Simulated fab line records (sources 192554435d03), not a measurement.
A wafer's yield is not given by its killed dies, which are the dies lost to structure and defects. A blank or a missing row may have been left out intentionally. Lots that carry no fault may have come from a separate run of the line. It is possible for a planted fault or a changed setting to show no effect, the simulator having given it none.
Chamber matching ; flow n5_finfet ; rie_diel-01 running N5_BEOL_M2_DESCUM_33: 4 sister chambers
The step chemistry O2, time 7 s. 14 wafers are shown with their chamber, then 7 later ones without.

== EACH WAFER AND ITS CHAMBER ==
wafer;chamber;drypump_motor_current_A (A);showerhead_plenum_p_Torr (Torr);throttle_valve_pct (%)
L074.2;0;5.9;2.24;19.9
L074.4;1;5.3;2.16;20.5
L074.6;1;5.3;2.16;20.4
L075.2;1;5.3;2.16;20.5
L075.4;2;5.9;2.21;20.1
L075.5;2;5.9;2.21;20.1
L076.3;2;5.9;2.21;20.1
L076.4;3;5.2;2.13;20.1
L076.5;3;5.2;2.13;20.1
L080.1;0;5.9;2.24;20.0
L080.2;1;5.3;2.15;20.5
L080.4;2;5.9;2.21;20.1
L084.3;3;5.3;2.13;20.1
L084.5;0;5.9;2.23;20.0

SIGNATURES, as means of the wafers listed above
reading;chamber 0;chamber 1;chamber 2;chamber 3;scatter within a chamber
drypump_motor_current_A;5.900;5.300;5.900;5.233;0.0258
showerhead_plenum_p_Torr;2.2367;2.1575;2.2100;2.1300;0.00376
throttle_valve_pct;19.967;20.475;20.100;20.100;0.0376
Rule: distance of a wafer from a chamber = root of the sum over the readings of ((wafer's reading minus chamber's mean) / reading's scatter) squared. If the next closest chamber is less than 2 further off than the closest, the wafer can't be placed; otherwise it belongs to the closest. How the scatter is found: for the shown wafers, subtract from each reading the mean of its chamber, square and add these, divide the total by (wafers less chambers), then take the root.

== WAFERS WITH NO CHAMBER GIVEN ==
wafer;drypump_motor_current_A (A);showerhead_plenum_p_Torr (Torr);throttle_valve_pct (%)
L084.6;5.3;2.14;20.5
L093.1;5.3;2.14;20.5
L093.2;5.9;2.20;20.2
L093.6;5.2;2.12;20.1
L095.2;5.9;2.22;20.0
L095.3;5.3;2.12;20.1
L095.6;5.9;2.22;20.0

== WHICH CHAMBER EACH WENT THROUGH ==
wafer;from the rows above;in truth
L084.6;1;1
L093.1;1;1
L093.2;2;2
L093.6;3;3
L095.2;can't be placed: 2 or 0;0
L095.3;3;3
L095.6;can't be placed: 2 or 0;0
Placed correctly: 5 of 7. Unplaceable from these rows: 2, with the true chamber sitting among the candidates in 2. Number placed wrongly: 0.
